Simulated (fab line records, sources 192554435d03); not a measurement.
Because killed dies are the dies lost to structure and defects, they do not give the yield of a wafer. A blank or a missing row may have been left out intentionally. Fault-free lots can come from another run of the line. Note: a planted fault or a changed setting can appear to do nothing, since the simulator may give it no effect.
One fault seen from 3 desks | flow n5 finfet | only its own numbers are on each desk; what lay behind them is given at the end

## THE DEFECT DESK
What the inspections along the route counted, lot by lot: means of the sampled wafers that have a number. A lot is out of limits, marked OUT, if its mean lies more than 4 standard deviations from the usual mean; the brackets give that distance.
Columns: A = raw defect count at N5_BEOL_M2_INSPECT_13, usual 422
lot  | first seen here | A
L697 | day 6 22:28     | 446
L698 | day 7 13:14     | 394
L701 | day 8 01:17     | 374
L707 | day 9 21:16     | 405
L717 | day 12 08:30    | 570
This desk found nothing out of limits on any of the 5 lots.

## DESK OF THE TOOL OWNER: rie diel-04
The tool's own readings at N5_BEOL_M2_DESCUM_16 (chemistry O2, time 7 s): means of the sampled wafers that have a number, for each lot that ran on this tool. A lot is out of limits, marked OUT, if its mean lies more than 4 standard deviations from the usual mean; the brackets give that distance.
Columns: A = drypump motor current A at N5_BEOL_M2_DESCUM_16, usual 5.5 A; B = oes product au at N5_BEOL_M2_DESCUM_16, usual 0.79 a.u.; C = rf vpp V at N5_BEOL_M2_DESCUM_16, usual 243.3 V; D = showerhead plenum p Torr at N5_BEOL_M2_DESCUM_16, usual 2.11 Torr; E = throttle valve pct at N5_BEOL_M2_DESCUM_16, usual 20.41 %
lot  | first seen here | A   | B    | C     | D    | E
L701 | day 8 01:23     | 5.4 | 0.80 | 242.1 | 2.08 | 20.47
L717 | day 12 08:32    | 5.3 | 0.81 | 244.5 | 2.17 | 20.38
This desk found nothing out of limits on any of the 2 lots.

## AT THE METROLOGY DESK
Lot by lot, what the gauges showed, no matter which tool ran the lot: averages of those sampled wafers that carry a number. A lot is out of limits, marked OUT, if its mean lies more than 4 standard deviations from the usual mean; the brackets give that distance. 7 of its 12 readings are shown, namely those furthest out on some lot.
Columns: A = cd nm at N5_BEOL_M2_CD_MEAS_11, usual 16.74 nm; B = M2_OVL at N5_BEOL_M2_OVL_MEAS_12, usual -0.1 nm; C = DIBL_N at N5_BEOL_M4_RC_MEAS_101, usual 35.8 mV/V; D = DIBL_P at N5_BEOL_M4_RC_MEAS_101, usual 35.3 mV/V; E = IOFF_P at N5_BEOL_M4_RC_MEAS_101, usual 0.21 nA/um; F = SS_N at N5_BEOL_M4_RC_MEAS_101, usual 71.4 mV/dec; G = VT_P at N5_BEOL_M4_RC_MEAS_101, usual -249.8 mV
lot  | first seen here | A     | B    | C    | D    | E    | F    | G
L697 | day 6 22:22     | 16.82 | 0.3  | 34.2 | 35.1 | 0.20 | 71.4 | -247.8
L698 | day 7 13:09     | 16.66 | -0.6 | 35.1 | 34.6 | 0.19 | 71.5 | -252.6
L701 | day 8 01:12     | 17.01 | 0.3  | 35.6 | 35.5 | 0.18 | 71.8 | -252.1
L707 | day 9 21:10     | 16.79 | -0.6 | 36.1 | 37.0 | 0.21 | 72.2 | -248.9
L717 | day 12 08:25    | 16.73 | 0.2  | 36.4 | 33.8 | 0.20 | 71.3 | -248.8
This desk found nothing out of limits on any of the 5 lots.

## ALL TOGETHER
The defect desk saw nothing out of limits.
The tool owner's desk saw nothing out of limits.
Metrology desk: nothing out of limits seen.

## WHAT THE SIMULATOR HAD PUT IN
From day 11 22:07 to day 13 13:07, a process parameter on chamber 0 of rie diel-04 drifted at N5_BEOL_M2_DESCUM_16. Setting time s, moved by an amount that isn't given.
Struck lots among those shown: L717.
